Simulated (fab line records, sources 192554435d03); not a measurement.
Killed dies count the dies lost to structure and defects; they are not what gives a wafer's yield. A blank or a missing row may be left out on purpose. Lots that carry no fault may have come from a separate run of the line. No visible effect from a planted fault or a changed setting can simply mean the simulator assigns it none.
Problem report in the 8D (eight disciplines) form, filled by code    flow n5 finfet    the parts of the form that need people (team, actions taken, sign-off) are left out

## 1. THE PROBLEM
susceptor temp C at N5_BEOL_M2_ALD_98 reads a mean of 96.74 C on 6 wafers of 2 lots; wafers without a fault read 100.00 C with a standard deviation of 0.11. Relative to the usual mean, that is a shift of -30 standard deviations.
The step: deposits SiO2, target thk 2.5 nm, pulse time 1 s, co reactant pulse time 1 s.
Seen first at day 10 12:26 on ald sin-02, wafer L445.2. Wafers with a number at this step in the record: 25, from 9 lots. The rule behind "out" and "out of limits": a value lying over 4 standard deviations away from the usual mean. The rest of the wafers with a number are treated as sound.

## 2. WHAT IT IS, WHAT IT ISN'T
question                     is                      is not
which readings at this step  susceptor temp C        precursor pulse height rel
which lots                   L445, L448              L432, L434, L435, L439, L442, L446, L454
which wafers of those lots   all that have a number  -
read on which tools          ald sin-02              ald sin-03
when                         from day 10 12:26       up to then (16 sound wafers); but 3 sound wafers of L454 came after

## 3. THE SUSPECTS, EACH WITH WHAT RULES IT OUT
Counting: any tool at a process step up to the reading is kept as a suspect provided that every lot that is out went through it and no sound lot did after the first of them.
- ald sin-02 at N5_BEOL_M2_ALD_98 (deposits SiO2, target thk 2.5 nm, pulse time 1 s, co reactant pulse time 1 s): kept. It processed each lot that is out, first L445 at day 10 12:26, and no sound lot thereafter; up to then, the last sound lot it processed was L446 at day 10 10:17. Out on those wafers are its own readings of susceptor temp C.
After counting, what remains is ald sin-02 at N5_BEOL_M2_ALD_98.

## 4. THE CAUSE (what the simulator had put in)
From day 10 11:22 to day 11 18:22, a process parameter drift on ald sin-02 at N5_BEOL_M2_ALD_98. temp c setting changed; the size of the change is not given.
After counting, this tool was the only one left.

## 5. THE EFFECT CHAIN, in route order
One row per reading whose mean, taken over the struck wafers that have a number, lies over 3 standard deviations from the usual. Only readings whose record carries a usual standard deviation are examined. hours: median over the lots of the time between each lot's start at the first step of this table that gives one and its start at this step. sigmas: the change, counted in usual standard deviations.
hours  step               reading           usual     on struck wafers  change  sigmas
0      N5_BEOL_M2_ALD_98  susceptor temp C  100.00 C  96.74             -3.26   -30
Process steps it contains:
- N5_BEOL_M2_ALD_98: deposits SiO2, target thk 2.5 nm, pulse time 1 s, co reactant pulse time 1 s.
Later measuring or inspecting steps at which every struck wafer that the step has a row for has a number for every such reading, and none has moved that far: N5_BEOL_M4_RC_MEAS_101.

## 6. HOW IT WOULD HAVE BEEN CAUGHT EARLIER
In this record the first reading out of limits was taken at day 10 12:26, 1 hour after the fault began at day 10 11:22.
